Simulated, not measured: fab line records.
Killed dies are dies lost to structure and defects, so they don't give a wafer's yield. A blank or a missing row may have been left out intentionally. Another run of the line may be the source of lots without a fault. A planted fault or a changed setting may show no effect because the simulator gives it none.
Matching of chambers :: flow n5 finfet :: rie diel-02 running N5_BEOL_M0_SAQP_ETCH_88: 4 sister chambers
The step etches underlayer in N2/H2, target depth 6.5 nm, time 5.2 s. 4 wafers are shown with their chamber, then 10 later ones without.

== EACH WAFER AND ITS CHAMBER ==
wafer: L076.6
chamber: 3
showerhead plenum p Torr (Torr): 2.46

wafer: L089.2
chamber: 0
showerhead plenum p Torr (Torr): 2.52

wafer: L091.1
chamber: 1
showerhead plenum p Torr (Torr): 2.38

wafer: L091.3
chamber: 2
showerhead plenum p Torr (Torr): 2.70

== WAFERS WHOSE CHAMBER IS MISSING ==
wafer: L091.6
showerhead plenum p Torr (Torr): 2.70

wafer: L092.2
showerhead plenum p Torr (Torr): 2.38

wafer: L092.4
showerhead plenum p Torr (Torr): 2.44

wafer: L092.5
showerhead plenum p Torr (Torr): 2.38

wafer: L096.2
showerhead plenum p Torr (Torr): 2.44

wafer: L096.3
showerhead plenum p Torr (Torr): 2.38

wafer: L096.5
showerhead plenum p Torr (Torr): 2.51

wafer: L097.1
showerhead plenum p Torr (Torr): 2.44

wafer: L097.2
showerhead plenum p Torr (Torr): 2.51

wafer: L097.3
showerhead plenum p Torr (Torr): 2.37

== WHICH CHAMBER EACH WENT THROUGH ==
wafer: L091.6
from the rows above: 2
in truth: 2

wafer: L092.2
from the rows above: 1
in truth: 1

wafer: L092.4
from the rows above: 3
in truth: 3

wafer: L092.5
from the rows above: 1
in truth: 1

wafer: L096.2
from the rows above: 3
in truth: 3

wafer: L096.3
from the rows above: 1
in truth: 1

wafer: L096.5
from the rows above: 0
in truth: 0

wafer: L097.1
from the rows above: 3
in truth: 3

wafer: L097.2
from the rows above: 0
in truth: 0

wafer: L097.3
from the rows above: 1
in truth: 1
Correct placement for 10 of the 10. Number that these rows cannot place: 0. Placed wrongly: 0.
How it was worked out, from the rows above alone: a wafer's distance from a chamber is the root of the sum, over the readings, of the square of ((its reading less the chamber's mean) divided by the reading's scatter). The wafer belongs to the nearest chamber; if the next one is less than 2 further off, it can't be placed. The mean given for a chamber averages the wafers shown for that chamber. The scatter: with one shown wafer a chamber, the root of the mean of the squares of how far each hidden wafer lies from its nearest shown one.
